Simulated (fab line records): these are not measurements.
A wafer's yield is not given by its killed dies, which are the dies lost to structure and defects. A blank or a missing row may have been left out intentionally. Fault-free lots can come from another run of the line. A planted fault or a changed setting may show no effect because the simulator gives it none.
fab line records	flow nandHarc
record lots=13	wafers=39	lastDay=24
route steps=1159 shown A_ONON_D1@427 A_CHANNEL_HOLE_D1@451 END@1159
lots untouched by any fault: they come from a run of this same line in which no faults occurred
startH: hours from the record's opening day to when the first of the lot's shown wafers began	waitH: how many hours have passed since the lot's step before this one	" the same as in the row above	L1.1+2: several wafers, shown together as one row	- no value, or no start was given	* or withheld: withheld	< > ~ a bound
route shown NAME@n: a module of which the file shows steps, and the number in the route of the first	usual: the fault-free wafers' mean and standard deviation	same: alike in all rows	chamber/n: place in a boat	sites: readings site by site	_std_site: the values' standard deviation	_edge_site: the outer-site mean with the inner-site mean subtracted	radiusMm: how far each site lies from the wafer's centre	mask NAME#n: copy n	behind: tool/chamber where the wafer was last shaped	hold: why the lot went on hold/how many hours it stayed there/how the hold came to an end	device: the transistor (n, p or np) that didn't switch	end of line: tests of these same wafers at the route's end	step lacking rows: just its recipe	killed: the dies lost at the first sort to structure and to defects; this is not the yield of the wafer	map: dies across one wafer; x = killed, . = not, _ = none there
set.NAME: the setting that was run; set.NAME@STEP: the one run at that earlier step	model.NAME: the simulator's own value behind a step, which no gauge read
steps of the route over a sample of lots; a table a step, a row a wafer
services: from which hour (startH, from the record's first day; less than 0 if before it) a tool's chamber was out of use, for how many hours, and why
## steps
# step NHARC_A_ONON_D1_THK_MEAS_05
# recipe thkMeasGauge=ellipsometry
# usual thkNm=1000/8.7
lot.wafer	tool	chamber	startH	waitH	thkNm
L441.1	filmMetro-02	-	170.00	-	988
L441.2	"	-	"	"	991
L441.6	"	-	"	"	990
L442.1	filmMetro-02	-	174.10	-	998
L442.3	"	-	"	"	999
L442.5	"	-	"	"	998
L443.2	filmMetro-02	-	179.32	-	1009
L443.3	"	-	"	"	1009
L443.5	"	-	"	"	1010
L445.2	filmMetro-01	-	189.70	-	1004
L445.5	"	-	"	"	1005
L445.6	"	-	"	"	1005
L448.2	filmMetro-01	-	198.81	-	981
L448.4	"	-	"	"	980
L448.6	"	-	"	"	980
L450.3	filmMetro-02	-	209.89	-	995
L450.5	"	-	"	"	994
L450.6	"	-	"	"	995
L449.1	filmMetro-01	-	210.11	-	1011
L449.4	"	-	"	"	1012
L449.6	"	-	"	"	1012
L452.3	filmMetro-01	-	220.86	-	994
L452.4	"	-	"	"	997
L452.6	"	-	"	"	994
L456.3	filmMetro-02	-	255.40	-	1011
L456.4	"	-	"	"	1009
L456.6	"	-	"	"	1012
L458.1	filmMetro-01	-	259.17	-	996
L458.2	"	-	"	"	995
L458.5	"	-	"	"	996
L462.2	filmMetro-02	-	280.66	-	1009
L462.5	"	-	"	"	1010
L462.6	"	-	"	"	1011
L461.3	filmMetro-02	-	280.75	-	1002
L461.4	"	-	"	"	1000
L461.5	"	-	"	"	1000
L464.1	filmMetro-01	-	296.15	-	989
L464.2	"	-	"	"	988
L464.5	"	-	"	"	988
# step NHARC_A_ONON_D1_THK_MEAS_24
# recipe thkMeasGauge=ellipsometry
# usual thkNm=998/11
lot.wafer	tool	chamber	startH	waitH	thkNm
L441.1	filmMetro-01	-	180.60	-	990
L441.2	"	-	"	"	990
L441.6	"	-	"	"	990
L442.1	filmMetro-01	-	184.06	-	988
L442.3	"	-	"	"	989
L442.5	"	-	"	"	988
L443.2	filmMetro-02	-	189.34	-	1000
L443.3	"	-	"	"	1004
L443.5	"	-	"	"	1003
L445.2	filmMetro-02	-	200.57	-	998
L445.5	"	-	"	"	998
L445.6	"	-	"	"	998
L448.2	filmMetro-01	-	209.20	-	984
L448.4	"	-	"	"	984
L448.6	"	-	"	"	985
L449.1	filmMetro-02	-	219.92	-	993
L449.4	"	-	"	"	992
L449.6	"	-	"	"	994
L450.3	filmMetro-01	-	219.92	-	998
L450.5	"	-	"	"	999
L450.6	"	-	"	"	998
L452.3	filmMetro-01	-	231.89	-	1009
L452.4	"	-	"	"	1008
L452.6	"	-	"	"	1009
L456.3	filmMetro-02	-	267.07	-	1003
L456.4	"	-	"	"	1003
L456.6	"	-	"	"	1004
L458.1	filmMetro-01	-	267.42	-	1008
L458.2	"	-	"	"	1007
L458.5	"	-	"	"	1007
L462.2	filmMetro-01	-	291.02	-	994
L462.5	"	-	"	"	997
L462.6	"	-	"	"	996
L461.3	filmMetro-01	-	291.23	-	1018
L461.4	"	-	"	"	1017
L461.5	"	-	"	"	1018
L464.1	filmMetro-02	-	308.92	-	981
L464.2	"	-	"	"	982
L464.5	"	-	"	"	982
# step NHARC_A_ONON_D1_DEP_28
# recipe targetThkA=10000	n2FlowSccm=2750	n2oFlowSccm=2000	nh3FlowSccm=500	sih4FlowSccm=210	tempC=400
# usual sih4FlowSccm=209.9/0.62
lot.wafer	tool	chamber	startH	waitH	sih4FlowSccm
L441.1	pecvdOnon-03	0	181.26	0.1	210.4
L441.2	"	0	"	"	209.5
L441.6	"	0	"	"	210.1
L442.1	pecvdOnon-01	0	184.68	0.1	209.3
L442.3	"	0	"	"	210.0
L442.5	"	0	"	"	209.6
L443.2	pecvdOnon-03	0	190.29	0.2	209.1
L443.3	"	0	"	"	210.2
L443.5	"	0	"	"	210.0
L445.2	pecvdOnon-03	0	201.38	0.1	210.1
L445.5	"	0	"	"	209.2
L445.6	"	0	"	"	209.2
L448.2	pecvdOnon-01	0	210.15	0.2	210.4
L448.4	"	0	"	"	211.1
L448.6	"	0	"	"	211.3
L449.1	pecvdOnon-03	0	220.54	0.1	209.2
L449.4	"	0	"	"	208.7
L449.6	"	0	"	"	208.9
L450.3	pecvdOnon-01	0	220.67	0.2	210.0
L450.5	"	0	"	"	210.3
L450.6	"	0	"	"	209.3
L452.3	pecvdOnon-01	0	232.66	0.2	210.0
L452.4	"	0	"	"	209.6
L452.6	"	0	"	"	211.0
L456.3	pecvdOnon-03	0	267.87	0.2	209.6
L456.4	"	0	"	"	210.1
L456.6	"	0	"	"	210.6
L458.1	pecvdOnon-03	0	268.10	0.1	209.4
L458.2	"	0	"	"	209.5
L458.5	"	0	"	"	208.7
L462.2	pecvdOnon-01	0	291.71	0.1	210.1
L462.5	"	0	"	"	210.5
L462.6	"	0	"	"	210.3
L461.3	pecvdOnon-02	0	291.98	0.2	210.7
L461.4	"	0	"	"	210.0
L461.5	"	0	"	"	210.2
L464.1	pecvdOnon-01	0	309.54	0.1	209.4
L464.2	"	0	"	"	210.0
L464.5	"	0	"	"	211.3
# step NHARC_A_ONON_D1_THK_MEAS_30
# recipe thkMeasGauge=ellipsometry
# usual thkNm=997/9.9
lot.wafer	tool	chamber	startH	waitH	hold	thkNm
L441.1	filmMetro-01	-	181.77	-	-	1000
L441.2	"	-	"	"	-	1001
L441.6	"	-	"	"	-	998
L442.1	filmMetro-01	-	185.17	-	-	989
L442.3	"	-	"	"	-	990
L442.5	"	-	"	"	-	988
L443.2	filmMetro-01	-	190.74	-	-	1007
L443.3	"	-	"	"	-	1007
L443.5	"	-	"	"	-	1007
L445.2	filmMetro-02	-	201.83	-	-	1000
L445.5	"	-	"	"	-	1002
L445.6	"	-	"	"	-	1001
L448.2	filmMetro-02	-	210.60	-	-	988
L448.4	"	-	"	"	-	986
L448.6	"	-	"	"	-	985
L449.1	filmMetro-02	-	221.04	-	-	995
L449.4	"	-	"	"	-	996
L449.6	"	-	"	"	-	996
L450.3	filmMetro-01	-	221.06	-	-	1002
L450.5	"	-	"	"	-	998
L450.6	"	-	"	"	-	999
L452.3	filmMetro-02	-	233.06	-	-	995
L452.4	"	-	"	"	-	992
L452.6	"	-	"	"	-	993
L456.3	filmMetro-02	-	268.27	-	awaitDispo/0.2h/release	1514
L456.4	"	-	"	"	awaitDispo/0.2h/release	1516
L456.6	"	-	"	"	awaitDispo/0.2h/release	1517
L456.3	filmMetro-02	-	268.44	0.2	-	1515
L456.4	"	-	"	"	-	1515
L456.6	"	-	"	"	-	1514
L458.1	filmMetro-02	-	268.62	-	awaitDispo/0.2h/release	1512
L458.2	"	-	"	"	awaitDispo/0.2h/release	1512
L458.5	"	-	"	"	awaitDispo/0.2h/release	1512
L458.1	filmMetro-02	-	268.79	0.2	-	1514
L458.2	"	-	"	"	-	1513
L458.5	"	-	"	"	-	1511
L462.2	filmMetro-01	-	292.16	-	-	975
L462.5	"	-	"	"	-	976
L462.6	"	-	"	"	-	975
L461.3	filmMetro-01	-	292.38	-	-	977
L461.4	"	-	"	"	-	977
L461.5	"	-	"	"	-	977
L464.1	filmMetro-02	-	310.05	-	-	996
L464.2	"	-	"	"	-	994
L464.5	"	-	"	"	-	994
# step NHARC_A_CHANNEL_HOLE_D1_DEP_01
# recipe targetThkA=1400	targetThkNm=140	tempC=400	pressureTorr=3.5	flowSccm=200	rfW=350	material=SiON
# usual heaterPowerW=733/120
lot.wafer	tool	chamber	startH	waitH	heaterPowerW	sinceWetCleanH
L441.1	pecvd-03	0	185.01	1.6	733	61
L441.2	"	1	"	"	723	61
L441.6	"	2	"	"	767	-
L442.1	pecvd-04	0	187.75	1.6	719	161
L442.3	"	2	"	"	529	161
L442.5	"	2	"	"	529	-
L443.3	pecvd-02	1	193.41	1.0	826	27
L443.2	"	0	"	"	638	27
L443.5	"	1	"	"	822	-
L445.2	pecvd-02	1	205.02	1.3	847	38
L445.5	"	0	"	"	542	-
L445.6	"	1	"	"	875	-
L448.2	pecvd-03	1	213.22	1.4	760	89
L448.6	"	2	"	"	762	-
L448.4	"	1	"	"	768	-
L449.1	pecvd-03	1	223.63	1.6	747	99
L449.6	"	2	"	"	769	-
L449.4	"	0	"	"	707	-
L450.3	pecvd-03	1	225.43	1.2	678	101
L450.6	"	1	"	"	703	-
L450.5	"	2	"	"	682	-
L452.3	pecvd-02	0	235.62	1.0	622	69
L452.4	"	1	"	"	893	-
L452.6	"	2	"	"	858	-
L462.2	pecvd-04	0	296.48	1.3	690	88
L462.5	"	1	"	"	933	-
L462.6	"	2	"	"	609	-
L461.3	pecvd-04	2	297.95	1.0	565	90
L461.4	"	2	"	"	561	-
L461.5	"	0	"	"	791	-
L464.1	pecvd-02	1	313.09	1.6	738	146
L464.2	"	2	"	"	828	147
L464.5	"	1	"	"	764	-
# step NHARC_END_SORT_01
# recipe tempC=25
# usual defectLimitedYield=95.8/1.4	killedAtArray=24/8.8	killedAtOther=0.7/0.99	killedAtPeriphery=3.5/2.6	killedDies=28/9.3	killedOpen=3.2/1.7	killedShort=1.7/1.4	sort_bin_2_pct=1.3/0.6	sort_bin_3_pct=0.24/0.2	sort_bin_4_pct=2.6/0.88	sortNPass=649/9.3	sortRimYieldPct=94/3.2	sortYieldPct=95.8/1.4
# same grossDies=677	sort_bin_5_pct[%]=0	sort_bin_6_pct[%]=0	sort_bin_7_pct[%]=0	sort_bin_8_pct[%]=0	sortRimNGross=106.00
lot.wafer	tool	chamber	startH	waitH	defectLimitedYield[%]	killedAtArray	killedAtOther	killedAtPeriphery	killedDies	killedOpen	killedShort	sort_bin_2_pct[%]	sort_bin_3_pct[%]	sort_bin_4_pct[%]	sortNPass	sortRimYieldPct[%]	sortYieldPct[%]
L441.1	prober-02	0	448.01	2.5	97.2	16	0	3	19	6	1	0.9	0	1.9	658	95	97.2
L441.2	prober-02	0	448.81	2.8	96.9	16	0	5	21	3	2	1.6	0.15	1.3	656	95	96.9
L441.6	prober-02	0	452.03	4.0	95.3	27	2	3	32	3	1	1.0	0.30	3.4	645	92	95.3
L442.1	prober-02	0	455.82	2.5	96.3	17	0	8	25	1	2	1.6	0.15	1.9	652	98	96.3
L442.3	prober-02	0	457.39	3.1	96.2	20	0	6	26	3	1	1.3	0.30	2.2	651	92	96.2
L442.5	prober-02	0	458.95	3.6	95.7	22	0	7	29	2	1	1.5	0	2.8	648	96	95.7
L443.2	prober-01	0	456.63	2.8	97.6	15	0	1	16	1	3	0.6	0.30	1.5	661	97	97.6
L443.3	prober-01	0	457.43	3.1	97.8	14	0	1	15	1	1	1.2	0.15	0.9	662	98	97.8
L443.5	prober-01	0	459.03	3.7	97.3	17	0	1	18	1	1	0.9	0.15	1.6	659	98	97.3
L445.2	prober-02	0	465.62	2.8	94.4	33	0	5	38	6	3	1.9	0.15	3.5	639	92	94.4
L445.5	prober-02	0	468.01	3.7	94.2	30	0	9	39	4	1	1.8	0.15	3.8	638	90	94.2
L445.6	prober-02	0	468.81	4.0	96.0	19	0	8	27	4	3	1.5	0.15	2.4	650	95	96.0
L448.2	prober-01	0	487.71	2.8	97.9	13	0	1	14	2	2	0.7	0.30	1.0	663	98	97.9
L448.4	prober-01	0	489.32	3.4	98.4	9	1	1	11	0	1	0.4	0.15	1.0	666	97	98.4
L448.6	prober-01	0	490.94	4.0	97.5	14	0	3	17	2	3	0.9	0.15	1.5	660	97	97.5
L452.3	prober-01	0	505.74	3.1	95.4	31	0	0	31	2	2	1.6	0.15	2.8	646	96	95.4
L452.4	prober-01	0	506.53	3.4	97.3	15	1	2	18	1	2	0.4	0	2.2	659	95	97.3
L452.6	prober-01	0	508.11	4.0	94.8	33	0	2	35	3	2	1.3	0.44	3.4	642	91	94.8
L450.3	prober-02	0	515.62	3.1	95.4	29	0	2	31	1	1	2.1	0.15	2.4	646	96	95.4
L450.5	prober-02	0	517.22	3.7	95.4	25	1	5	31	1	1	0.9	0.30	3.4	646	95	95.4
L450.6	prober-02	0	518.02	4.0	95.6	24	0	6	30	3	0	0.6	0.30	3.5	647	92	95.6
L449.1	prober-02	0	521.81	2.5	96.9	17	1	3	21	4	1	0.7	0.15	2.2	656	94	96.9
L449.4	prober-02	0	524.20	3.4	96.6	19	1	3	23	6	2	1.2	0.44	1.8	654	95	96.6
L449.6	prober-02	0	525.79	4.0	96.0	21	0	6	27	4	0	1.0	0.44	2.5	650	94	96.0
L462.2	prober-02	0	570.82	2.8	96.2	22	0	4	26	5	2	1.0	0.44	2.4	651	90	96.2
L462.5	prober-02	0	573.21	3.7	95.4	26	2	3	31	6	0	0.9	0.30	3.4	646	90	95.4
L462.6	prober-02	0	574.01	4.0	95.4	26	2	3	31	3	1	1.2	0.15	3.2	646	92	95.4
L461.3	prober-01	0	575.66	3.1	92.9	46	0	2	48	3	2	3.2	0.44	3.4	629	90	92.9
L461.4	prober-01	0	576.46	3.4	95.6	29	1	0	30	2	1	1.6	0.59	2.2	647	89	95.6
L461.5	prober-01	0	577.25	3.7	95.0	33	1	0	34	4	2	1.0	0.89	3.1	643	92	95.0
L464.1	prober-02	0	578.99	2.5	94.2	36	0	3	39	3	4	1.8	0.30	3.7	638	92	94.2
L464.2	prober-02	0	579.79	2.8	95.3	23	0	9	32	1	5	2.4	0.15	2.2	645	90	95.3
L464.5	prober-02	0	582.18	3.7	93.9	33	0	8	41	4	5	1.5	0.30	4.3	636	93	93.9
# killed by level:class
L441.1 A_CHANNEL_HOLE_D1:chamberFilmFlake=7 A_ONON_D1:geometricParticle:open=2 A_STAIRCASE:chamberFilmFlake=2 P_GATE:geometricParticle:open=1 P_M0:geometricParticle:open=1 A_CHANNEL_FILL_D1:geometricParticle:open=1 A_CONTACT:geometricParticle:open=1 A_M1:geometricParticle:short=1
L441.2 A_CONTACT:chamberFilmFlake=5 A_CHANNEL_HOLE_D1:chamberFilmFlake=4 P_M0:geometricParticle:open=2 P_BONDPAD:chamberFilmFlake=2 A_SLIT:chamberFilmFlake=2 A_CHANNEL_HOLE_D1:geometricParticle:short=1 A_WL_FILL:geometricParticle:short=1 A_M1:geometricParticle:open=1
L441.6 A_CHANNEL_HOLE_D1:chamberFilmFlake=17 A_WL_FILL:chamberFilmFlake=3 P_BONDPAD:chamberFilmFlake=2 A_CONTACT:chamberFilmFlake=2 THIN_TSV:chamberFilmFlake=2 P_GATE:geometricParticle:open=1 A_CHANNEL_FILL_D1:geometricParticle:short=1 A_SGD_CUT:geometricParticle:open=1
L442.1 P_CONTACT:chamberFilmFlake=7 A_SLIT:chamberFilmFlake=6 A_CHANNEL_HOLE_D1:chamberFilmFlake=3 A_WL_FILL:chamberFilmFlake=3 A_CONTACT:geometricParticle:short=2 A_CONTACT:geometricParticle:open=1 P_ZERO_WELL:chamberFilmFlake=1 A_STAIRCASE:chamberFilmFlake=1
L443.2 A_M0:chamberFilmFlake=7 A_CHANNEL_HOLE_D1:chamberFilmFlake=2 A_CHANNEL_HOLE_D1:geometricParticle:short=1 A_STAIRCASE:geometricParticle:short=1 A_CONTACT:geometricParticle:open=1 A_M0:geometricParticle:short=1 P_STI:chamberFilmFlake=1 A_STAIRCASE:chamberFilmFlake=1
L442.3 A_SLIT:chamberFilmFlake=6 A_STAIRCASE:chamberFilmFlake=5 A_WL_FILL:chamberFilmFlake=4 P_CONTACT:chamberFilmFlake=3 A_CONTACT:chamberFilmFlake=2 P_GATE:geometricParticle:short=1 P_M0:geometricParticle:open=1 A_CHANNEL_FILL_D1:geometricParticle:open=1
L443.3 A_M0:chamberFilmFlake=5 A_CONTACT:chamberFilmFlake=3 A_CHANNEL_HOLE_D1:chamberFilmFlake=2 A_WL_FILL:chamberFilmFlake=2 P_CONTACT:geometricParticle:open=1 A_M0:geometricParticle:short=1 A_STAIRCASE:chamberFilmFlake=1
L442.5 A_SLIT:chamberFilmFlake=9 P_CONTACT:chamberFilmFlake=4 A_CONTACT:chamberFilmFlake=4 A_STAIRCASE:chamberFilmFlake=3 A_CHANNEL_HOLE_D1:chamberFilmFlake=3 P_GATE:chamberFilmFlake=2 P_CONTACT:geometricParticle:open=1 A_ONON_D1:geometricParticle:short=1
L443.5 A_CHANNEL_HOLE_D1:chamberFilmFlake=5 A_STAIRCASE:chamberFilmFlake=5 A_M0:chamberFilmFlake=3 P_M1:geometricParticle:open=1 A_M0:geometricParticle:short=1 A_SLIT:chamberFilmFlake=1 A_WL_FILL:chamberFilmFlake=1 A_CONTACT:chamberFilmFlake=1
L445.2 A_CHANNEL_HOLE_D1:chamberFilmFlake=16 A_ZERO_WELL:chamberFilmFlake=5 A_CONTACT:chamberFilmFlake=4 P_CONTACT:geometricParticle:open=2 P_CONTACT:chamberFilmFlake=2 P_GATE:geometricParticle:open=1 A_ONON_D1:geometricParticle:short=1 A_CHANNEL_HOLE_D1:geometricParticle:short=1
L445.5 A_CHANNEL_HOLE_D1:chamberFilmFlake=17 P_CONTACT:chamberFilmFlake=5 A_STAIRCASE:chamberFilmFlake=3 P_GATE:chamberFilmFlake=2 A_ZERO_WELL:chamberFilmFlake=2 A_WL_FILL:chamberFilmFlake=2 P_CONTACT:geometricParticle:open=1 A_ONON_D1:geometricParticle:open=1
L445.6 A_CHANNEL_HOLE_D1:chamberFilmFlake=11 A_STAIRCASE:chamberFilmFlake=4 P_CONTACT:chamberFilmFlake=3 P_CONTACT:geometricParticle:open=2 P_GATE:geometricParticle:short=1 P_CONTACT:geometricParticle:short=1 A_SGD_CUT:geometricParticle:short=1 A_CONTACT:geometricParticle:open=1
L448.2 A_CONTACT:chamberFilmFlake=5 A_CHANNEL_HOLE_D1:chamberFilmFlake=3 P_M2:geometricParticle:open=1 A_CHANNEL_HOLE_D1:geometricParticle:short=1 A_WL_FILL:geometricParticle:short=1 A_WL_FILL:geometricParticle:open=1 A_STAIRCASE:chamberFilmFlake=1 A_WL_FILL:chamberFilmFlake=1
L448.4 A_STAIRCASE:chamberFilmFlake=3 A_CHANNEL_HOLE_D1:chamberFilmFlake=2 A_CONTACT:chamberFilmFlake=2 A_M0:geometricParticle:short=1 P_STI:chamberFilmFlake=1 A_WL_FILL:chamberFilmFlake=1 THIN_TSV:chamberFilmFlake=1
L448.6 A_CONTACT:chamberFilmFlake=7 A_CHANNEL_HOLE_D1:chamberFilmFlake=3 P_M0:geometricParticle:short=2 A_ONON_D1:geometricParticle:open=1 A_CHANNEL_FILL_D1:geometricParticle:open=1 A_CONTACT:geometricParticle:short=1 P_GATE:chamberFilmFlake=1 A_STAIRCASE:chamberFilmFlake=1
L452.3 A_SLIT:chamberFilmFlake=14 A_STAIRCASE:chamberFilmFlake=5 A_CHANNEL_HOLE_D1:geometricParticle:open=2 A_CHANNEL_HOLE_D1:chamberFilmFlake=2 A_WL_FILL:chamberFilmFlake=2 A_CONTACT:chamberFilmFlake=2 A_ONON_D1:geometricParticle:short=1 A_WL_FILL:geometricParticle:short=1
L452.4 A_SLIT:chamberFilmFlake=4 A_CHANNEL_HOLE_D1:chamberFilmFlake=3 A_STAIRCASE:chamberFilmFlake=3 A_WL_FILL:geometricParticle:short=2 A_SOURCE_PLATE:geometricParticle:open=1 P_ZERO_WELL:chamberFilmFlake=1 P_CONTACT:chamberFilmFlake=1 A_CHANNEL_FILL_D1:chamberFilmFlake=1
L452.6 A_SLIT:chamberFilmFlake=13 A_STAIRCASE:chamberFilmFlake=5 A_M1:chamberFilmFlake=4 A_CHANNEL_FILL_D1:chamberFilmFlake=2 A_SGD_CUT:chamberFilmFlake=2 A_WL_FILL:chamberFilmFlake=2 P_CONTACT:geometricParticle:short=1 P_CONTACT:geometricParticle:open=1
L450.3 A_SLIT:chamberFilmFlake=18 A_CONTACT:chamberFilmFlake=3 A_ZERO_WELL:chamberFilmFlake=2 A_CHANNEL_HOLE_D1:chamberFilmFlake=2 A_STAIRCASE:chamberFilmFlake=2 P_M0:geometricParticle:open=1 A_SOURCE_PLATE:geometricParticle:short=1 P_M2:chamberFilmFlake=1
L450.5 A_SLIT:chamberFilmFlake=14 A_CHANNEL_HOLE_D1:chamberFilmFlake=4 A_STAIRCASE:chamberFilmFlake=3 P_M2:chamberFilmFlake=2 A_SGD_CUT:chamberFilmFlake=2 P_M0:geometricParticle:open=1 A_CHANNEL_HOLE_D1:geometricParticle:short=1 P_ZERO_WELL:chamberFilmFlake=1
L450.6 A_SLIT:chamberFilmFlake=9 A_CHANNEL_HOLE_D1:chamberFilmFlake=6 P_M2:chamberFilmFlake=4 A_WL_FILL:chamberFilmFlake=4 A_ONON_D1:geometricParticle:open=1 A_CHANNEL_FILL_D1:geometricParticle:open=1 A_CONTACT:geometricParticle:open=1 P_STI:chamberFilmFlake=1
L449.1 A_CHANNEL_HOLE_D1:chamberFilmFlake=13 P_GATE:chamberFilmFlake=2 P_M1:geometricParticle:open=1 A_CHANNEL_FILL_D1:geometricParticle:open=1 A_BLC:geometricParticle:open=1 A_M0:geometricParticle:open=1 STARTING-WAFER:geometricParticle:short=1 A_BLC:chamberFilmFlake=1
L449.4 A_CHANNEL_HOLE_D1:chamberFilmFlake=12 A_WL_FILL:geometricParticle:open=2 P_ZERO_WELL:chamberFilmFlake=2 P_CONTACT:geometricParticle:open=1 A_ONON_D1:geometricParticle:open=1 A_SGD_CUT:geometricParticle:short=1 A_CONTACT:geometricParticle:short=1 A_BLC:geometricParticle:open=1
L449.6 A_CHANNEL_HOLE_D1:chamberFilmFlake=13 P_ZERO_WELL:chamberFilmFlake=4 A_M1:chamberFilmFlake=3 A_BLC:geometricParticle:open=2 P_GATE:geometricParticle:open=1 A_CHANNEL_FILL_D1:geometricParticle:open=1 P_GATE:chamberFilmFlake=1 A_CHANNEL_FILL_D1:chamberFilmFlake=1
L462.2 A_SLIT:chamberFilmFlake=10 P_M0:chamberFilmFlake=2 A_CHANNEL_HOLE_D1:chamberFilmFlake=2 A_STAIRCASE:chamberFilmFlake=2 A_CONTACT:chamberFilmFlake=2 P_M2:geometricParticle:open=1 A_ONON_D1:geometricParticle:open=1 A_CHANNEL_FILL_D1:geometricParticle:open=1
L462.5 A_SLIT:chamberFilmFlake=10 A_CHANNEL_HOLE_D1:chamberFilmFlake=5 A_STAIRCASE:chamberFilmFlake=3 A_BLC:geometricParticle:open=2 A_CONTACT:chamberFilmFlake=2 P_GATE:geometricParticle:open=1 A_CHANNEL_FILL_D1:geometricParticle:open=1 A_CONTACT:geometricParticle:open=1
L462.6 A_SLIT:chamberFilmFlake=15 A_CHANNEL_HOLE_D1:chamberFilmFlake=4 A_CONTACT:chamberFilmFlake=2 A_STAIRCASE:chamberFilmFlake=2 THIN_TSV:chamberFilmFlake=2 P_CONTACT:geometricParticle:open=1 P_M0:geometricParticle:open=1 A_CHANNEL_FILL_D1:geometricParticle:short=1
L461.3 A_CHANNEL_HOLE_D1:chamberFilmFlake=19 A_SLIT:chamberFilmFlake=15 A_STAIRCASE:chamberFilmFlake=4 A_CONTACT:chamberFilmFlake=4 P_GATE:geometricParticle:open=2 A_CHANNEL_HOLE_D1:geometricParticle:short=1 A_CONTACT:geometricParticle:open=1 A_M1:geometricParticle:short=1
L461.4 A_CHANNEL_HOLE_D1:chamberFilmFlake=13 A_SLIT:chamberFilmFlake=9 A_CONTACT:chamberFilmFlake=3 A_ONON_D1:geometricParticle:open=1 A_SGD_CUT:geometricParticle:open=1 A_WL_FILL:geometricParticle:short=1 A_STAIRCASE:chamberFilmFlake=1 THIN_TSV:chamberFilmFlake=1
L461.5 A_CHANNEL_HOLE_D1:chamberFilmFlake=10 A_SLIT:chamberFilmFlake=6 A_CONTACT:chamberFilmFlake=6 A_STAIRCASE:chamberFilmFlake=4 A_SOURCE_PLATE:geometricParticle:short=1 A_ONON_D1:geometricParticle:short=1 A_ONON_D1:geometricParticle:open=1 A_CHANNEL_HOLE_D1:geometricParticle:open=1
L464.1 A_SLIT:chamberFilmFlake=15 A_CONTACT:chamberFilmFlake=6 A_CHANNEL_HOLE_D1:chamberFilmFlake=4 A_STAIRCASE:chamberFilmFlake=4 A_CHANNEL_FILL_D1:geometricParticle:short=2 A_CONTACT:geometricParticle:open=2 P_STI:chamberFilmFlake=2 P_CONTACT:geometricParticle:short=1
L464.2 A_SLIT:chamberFilmFlake=9 P_STI:chamberFilmFlake=6 A_STAIRCASE:chamberFilmFlake=5 A_ONON_D1:geometricParticle:short=2 P_M1:chamberFilmFlake=2 A_CHANNEL_HOLE_D1:chamberFilmFlake=2 A_CONTACT:chamberFilmFlake=2 P_M0:geometricParticle:short=1
L464.5 A_SLIT:chamberFilmFlake=13 A_CHANNEL_HOLE_D1:chamberFilmFlake=8 P_STI:chamberFilmFlake=4 A_STAIRCASE:chamberFilmFlake=4 A_WL_FILL:geometricParticle:short=2 P_M1:chamberFilmFlake=2 P_CONTACT:geometricParticle:short=1 P_M0:geometricParticle:open=1
## services
tool	chamber	startH	hours	kind
pecvd-02	0	166.61	-	clean
pecvd-02	1	166.61	-	clean
pecvd-02	2	166.61	-	clean
pecvd-02	-	180.19	3.1	repair
pecvdOnon-01	-	187.16	3.8	repair
pecvdOnon-01	-	195.00	13.0	pm
pecvd-04	-	195.16	13.0	pm
pecvd-04	0	195.16	13.0	ventCycle
pecvd-04	1	195.16	13.0	ventCycle
pecvd-04	2	195.16	13.0	ventCycle
pecvd-04	0	208.16	-	clean
pecvd-04	1	208.16	-	clean
pecvd-04	2	208.16	-	clean
pecvd-04	0	219.42	5.4	repair
pecvd-03	-	292.20	13.0	pm
pecvd-03	0	292.20	13.0	ventCycle
pecvd-03	1	292.20	13.0	ventCycle
pecvd-03	2	292.20	13.0	ventCycle
pecvdOnon-02	-	292.21	13.0	pm
pecvd-03	0	305.20	-	clean
pecvd-03	1	305.20	-	clean
pecvd-03	2	305.20	-	clean
## key
firstSign step=NHARC_A_ONON_D1_THK_MEAS_30	reading=visit	direction=added
effect step=NHARC_A_ONON_D1_THK_MEAS_30	reading=thkNm	direction=up	sigmas=52	usual=997	struck=1514
metAt NHARC_A_ONON_D1_DEP_28
struckLots L456,L458
scrappedBehind NHARC_A_ONON_D1_THK_MEAS_30 L456.3,L456.4,L456.6,L458.1,L458.2,L458.5
notActingAt NHARC_A_ONON_D1_THK_MEAS_05,NHARC_A_ONON_D1_THK_MEAS_24,NHARC_A_CHANNEL_HOLE_D1_DEP_01
onsetBetween 220.54 267.87
fault kind=processParameterDrift	tool=pecvdOnon-03	chamber=-	onsetH=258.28	steps=NHARC_A_ONON_D1_DEP_28	channel=targetThkA	offset=*	shape=step	endH=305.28	actsIn=*	stated=*
